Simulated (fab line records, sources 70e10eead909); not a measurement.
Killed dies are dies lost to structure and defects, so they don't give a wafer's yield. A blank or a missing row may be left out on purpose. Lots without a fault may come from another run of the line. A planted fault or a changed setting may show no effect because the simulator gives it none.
Chamber matching | flow nand_harc | NHARC_A_M1_PRE_CLEAN_32 on pecvd-02: 3 sister chambers
The step time 12 s. 18 wafers are shown with their chamber, then 9 later ones without.

WAFERS WITH THEIR CHAMBER
wafer  | chamber | heater_power_w (W) | rf_fwd_power_W (W)
L074.3 | 1       | 618                | 292.8
L074.4 | 1       | 594                | 293.6
L074.5 | 2       | 518                | 292.4
L079.2 | 2       | 453                | 291.2
L079.4 | 1       | 619                | 291.6
L079.5 | 0       | 600                | 292.9
L083.2 | 2       | 501                | 292.4
L083.3 | 0       | 552                | 292.9
L083.4 | 2       | 508                | 292.8
L085.2 | 2       | 481                | 291.5
L085.4 | 1       | 626                | 293.0
L085.6 | 0       | 630                | 291.5
L089.2 | 2       | 532                | 291.9
L089.4 | 0       | 569                | 292.1
L089.5 | 1       | 619                | 292.2
L091.2 | 1       | 662                | 292.4
L091.3 | 0       | 664                | 291.4
L091.6 | 1       | 677                | 291.9

SIGNATURES (means of the wafers above)
reading        | chamber 0 | chamber 1 | chamber 2 | scatter within a chamber
heater_power_w | 603.00    | 630.71    | 498.83    | 33.8
rf_fwd_power_W | 292.160   | 292.500   | 292.033   | 0.673
Rule: a wafer's distance from a chamber is the root of the sum, over the readings, of the square of ((its reading less the chamber's mean) divided by the reading's scatter). The wafer belongs to the nearest chamber; if the next one is less than 2 further off, it can't be placed. The scatter: the root of (the sum of the squares of (reading less its chamber's mean) over the shown wafers, divided by (wafers less chambers)).

WAFERS WITHOUT THEIR CHAMBER
wafer  | heater_power_w (W) | rf_fwd_power_W (W)
L093.1 | 663                | 292.3
L093.2 | 596                | 292.8
L093.5 | 671                | 291.8
L096.2 | 552                | 292.9
L096.3 | 677                | 292.3
L096.6 | 539                | 292.7
L097.2 | 597                | 291.9
L097.4 | 593                | 293.1
L097.6 | 549                | 289.6

WHICH CHAMBER EACH WENT THROUGH
wafer  | from the rows above          | in truth
L093.1 | can't be placed: 1 or 0      | 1
L093.2 | can't be placed: 0 or 1      | 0
L093.5 | can't be placed: 1 or 0      | 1
L096.2 | can't be placed: 0 or 2 or 1 | 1
L096.3 | can't be placed: 1 or 0      | 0
L096.6 | can't be placed: 2 or 0 or 1 | 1
L097.2 | can't be placed: 0 or 1      | 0
L097.4 | can't be placed: 0 or 1 or 2 | 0
L097.6 | can't be placed: 2 or 0 or 1 | 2
Placed correctly: 0 of 9. Can't be placed from these rows: 9 (the true chamber is among the candidates in 9). Placed wrongly: 0.
